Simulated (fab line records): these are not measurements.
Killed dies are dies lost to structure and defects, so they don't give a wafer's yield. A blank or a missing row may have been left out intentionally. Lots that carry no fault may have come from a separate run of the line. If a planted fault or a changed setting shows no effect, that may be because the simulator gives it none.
Chamber matching    flow n5 finfet    N5_BEOL_M4_DESCUM_33 on rie diel-02: 4 sister chambers
The step chemistry O2, time 7 s. 14 wafers are shown with their chamber, then 7 later ones without.

== WAFERS, EACH WITH ITS CHAMBER ==
wafer   chamber  throttle valve pct (%)  drypump motor current A (A)  oes product au (a.u.)
L080.2  2        20.70                   5.6                          0.76
L080.3  0        20.18                   6.1                          0.93
L080.4  3        20.24                   6.5                          0.78
L081.1  1        20.16                   5.6                          0.93
L081.3  3        20.25                   6.6                          0.78
L081.4  0        20.16                   6.1                          0.92
L083.1  3        20.26                   6.5                          0.78
L083.5  2        20.69                   5.7                          0.74
L083.6  3        20.25                   6.6                          0.77
L082.2  2        20.71                   5.7                          0.74
L082.3  3        20.27                   6.6                          0.78
L082.4  0        20.17                   6.1                          0.92
L084.1  0        20.18                   6.1                          0.91
L084.5  0        20.17                   6.1                          0.91

SIGNATURES, as means of the wafers listed above
reading                  chamber 0  chamber 1  chamber 2  chamber 3  scatter within a chamber
throttle valve pct       20.1720    20.1600    20.7000    20.2540    0.01
drypump motor current A  6.100      5.600      5.667      6.560      0.0432
oes product au           0.9180     0.9300     0.7467     0.7780     0.00792
Rule: a wafer's distance from a chamber is the root of the sum, over the readings, of the square of ((its reading less the chamber's mean) divided by the reading's scatter). The wafer belongs to the nearest chamber; if the next one is less than 2 further off, it can't be placed. How the scatter is found: for the shown wafers, subtract from each reading the mean of its chamber, square and add these, divide the total by (wafers less chambers), then take the root.

== WAFERS WITHOUT THEIR CHAMBER ==
wafer   throttle valve pct (%)  drypump motor current A (A)  oes product au (a.u.)
L084.6  20.26                   6.6                          0.77
L090.1  20.71                   5.7                          0.73
L090.5  20.71                   5.7                          0.73
L090.6  20.19                   5.6                          0.89
L096.2  20.22                   6.1                          0.86
L096.4  20.28                   6.6                          0.74
L096.6  20.22                   6.1                          0.86

== WHICH CHAMBER EACH ONE RAN IN ==
wafer   from the rows above  in truth
L084.6  3                    3
L090.1  2                    2
L090.5  2                    2
L090.6  1                    1
L096.2  0                    0
L096.4  3                    3
L096.6  0                    0
Correct placement for 7 of the 7. From these rows, 0 cannot be placed. 0 placed wrongly.
